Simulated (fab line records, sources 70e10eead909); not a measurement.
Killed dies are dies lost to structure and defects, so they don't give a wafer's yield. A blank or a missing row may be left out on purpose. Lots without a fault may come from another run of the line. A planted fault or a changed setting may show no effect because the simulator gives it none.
A struck lot beside a sound one | flow nand_harc | 40 steps out of a route of 1159
Sound: wafers L262.1, L262.2, L262.3. Struck: wafer L251.3. (L251.2, L251.5 of the same lot were not struck and are left out.) The cause comes at the end.
At each step with rows: each side's tool, then ch and its chambers, then its first start. Under that, the readings that differ: sound wafers | struck wafers | difference of the means | sigmas: that difference in standard deviations of wafers without a fault.
alike: readings whose means differ by less than 2 such deviations, and words and numbers that are the same on both sides. not compared: withheld readings, readings that some wafer has no value for, bounds like >300 that may hide the same value, and numbers for which the record gives no deviation and whose values overlap.
The two part at a step that has a row with sigmas, a row that says differs or no value, or rows on one side only. Numbers that don't overlap but have no deviation are shown without sigmas and don't part them. A reading that every wafer of one side lacks parts them only if that side has two wafers or more.

first, 6 steps without rows for these wafers: NHARC_A_M0_PRE_CLEAN_29 (time 30 s); NHARC_A_M0_PVD_20 (deposits TaN, target thk 5 nm, time 8.06 s); NHARC_A_M0_PVD_21 (deposits Cu, target thk 30 nm, time 20.49 s); NHARC_A_M0_ECD_22 (material Cu, target thk 400 nm); NHARC_A_M0_ANNEAL_30 (time 90 s); NHARC_A_M0_CMP_23 (polishes, t overpolish 20 s, target thk 113.75 nm).
NHARC_A_M0_THK_MEAS_24: measures by xrf.
  sound on film_metro-01, day 21 22:07; struck on film_metro-02, day 18 06:05
  alike: thk_nm
then, 1 step without rows for these wafers: NHARC_A_M0_SRD_25.
NHARC_A_M0_INSPECT_27:
  sound on defect_inspect-01, day 21 22:17; struck on defect_inspect-02, day 18 06:14
  alike: raw_defect_count
then, 2 steps without rows for these wafers: NHARC_A_M0_PRE_CLEAN_31 (time 12 s); NHARC_A_M0_DEP_32 (deposits SiCN, target thk 30 nm).
NHARC_A_M1_DEP_00: deposits SiOC, target thk 182.5 nm.
  sound on pecvd-01 ch 0,1,2, day 21 22:50; struck on pecvd-01 ch 0,1,2, day 18 07:02
then, 9 steps without rows for these wafers: NHARC_A_M1_DEHYDRATE_01 (time 120 s); NHARC_A_M1_HMDS_02 (time 30 s); NHARC_A_M1_COAT_34 (time 65 s); NHARC_A_M1_COAT_03 (resist thk 90 nm); NHARC_A_M1_SOFTBAKE_04 (time 55 s); NHARC_A_M1_EBR_05; NHARC_A_M1_EXPOSE_06 (exposes mask A M1, target cd 120 nm); NHARC_A_M1_PEB_07 (peb time 65 s); NHARC_A_M1_DEVELOP_08 (develop time 35 s).
NHARC_A_M1_CD_MEAS_09: target cd 120 nm.
  sound on cd_sem-03 ch 0, day 21 23:33; struck on cd_sem-03 ch 0, day 18 07:50
  alike: cd_nm
NHARC_A_M1_OVL_MEAS_10: pitch 240 nm.
  sound on overlay-01, day 21 23:38; struck on overlay-01, day 18 07:55
  alike: overlay_x_nm, overlay_y_nm
NHARC_A_M1_INSPECT_11:
  sound on defect_inspect-01, day 21 23:41; struck on defect_inspect-01, day 18 07:57
  alike: raw_defect_count
then, 3 steps without rows for these wafers: NHARC_A_M1_DESCUM_14 (chemistry O2, time 3 s); NHARC_A_M1_ETCH_35 (etches the open film in N2/H2, target depth 40 nm, overetch 12 nm, time 43.94 s); NHARC_A_M1_ETCH_15 (etches the open film in C4F8/Ar, target depth 182.5 nm, time 91.2 s).
NHARC_A_M1_CD_MEAS_16:
  sound on cd_sem-02, day 22 00:03; struck on cd_sem-01, day 18 08:19
  alike: cd_nm
NHARC_A_M1_STRIP_18: strips in N2/H2.
  sound on rie_diel-01 ch 0,2,3, day 22 00:07; struck on rie_diel-07 ch 0, day 18 08:23
  alike: chamber_pressure_mTorr, drypump_motor_current_A, oes_product_au, rf_vpp_V, showerhead_plenum_p_Torr, throttle_valve_pct
  not compared: rf_hours_counter_h
then, 2 steps without rows for these wafers: NHARC_A_M1_ETCH_28 (etches the open film in CF4/N2, target depth 30 nm, time 72.99 s); NHARC_A_M1_STRIP_19 (strips in post etch residue remover, time 600 s).
NHARC_A_M1_DEGAS_29: time 60 s.
  sound on pvd_sputter-01, day 22 00:46; struck on pvd_sputter-02, day 18 09:05
  alike: heater_power_w
then, 1 step without rows for these wafers: NHARC_A_M1_PRE_CLEAN_30 (time 30 s).
NHARC_A_M1_PVD_20: deposits TaN, target thk 5 nm, time 8.06 s.
  sound on pvd_sputter-01; struck on pvd_sputter-02
  alike: throttle_valve_pct
then, 2 steps without rows for these wafers: NHARC_A_M1_PVD_21 (deposits Cu, target thk 30 nm, time 20.49 s); NHARC_A_M1_ECD_22 (material Cu, target thk 400 nm).
NHARC_A_M1_ANNEAL_31: time 90 s.
  sound on rtp_anneal-02 ch 0, day 22 01:31; struck on rtp_anneal-01 ch 0, day 18 10:08
  reading          | sound             | struck | difference | sigmas
  wafer_temp_C_max | 227.3 226.5 226.5 | 225.8  | -1.0       | -2
NHARC_A_M1_CMP_23: polishes, t overpolish 20 s, target thk 154.34 nm.
  sound on cmp-02 ch 0,2,3, day 22 01:51; struck on cmp-04 ch 0, day 18 10:29
  alike: motor_current_A, time_to_endpoint_s
then, 1 step without rows for these wafers: NHARC_A_M1_SRD_25.
-- the record jumps here: 2 days lie between the struck wafers' starts before and after (it left off in module A_M1 and takes up again in module END, whose first step shown is number 1159 of the route) --
NHARC_END_SORT_01:
  the record has rows for the struck wafers here (prober-02 ch 0, day 20 18:07) and none for the sound ones

WHERE THEY PART
First at NHARC_A_M1_ANNEAL_31; last, within this record, at NHARC_END_SORT_01.

WHY: what the simulator had put in
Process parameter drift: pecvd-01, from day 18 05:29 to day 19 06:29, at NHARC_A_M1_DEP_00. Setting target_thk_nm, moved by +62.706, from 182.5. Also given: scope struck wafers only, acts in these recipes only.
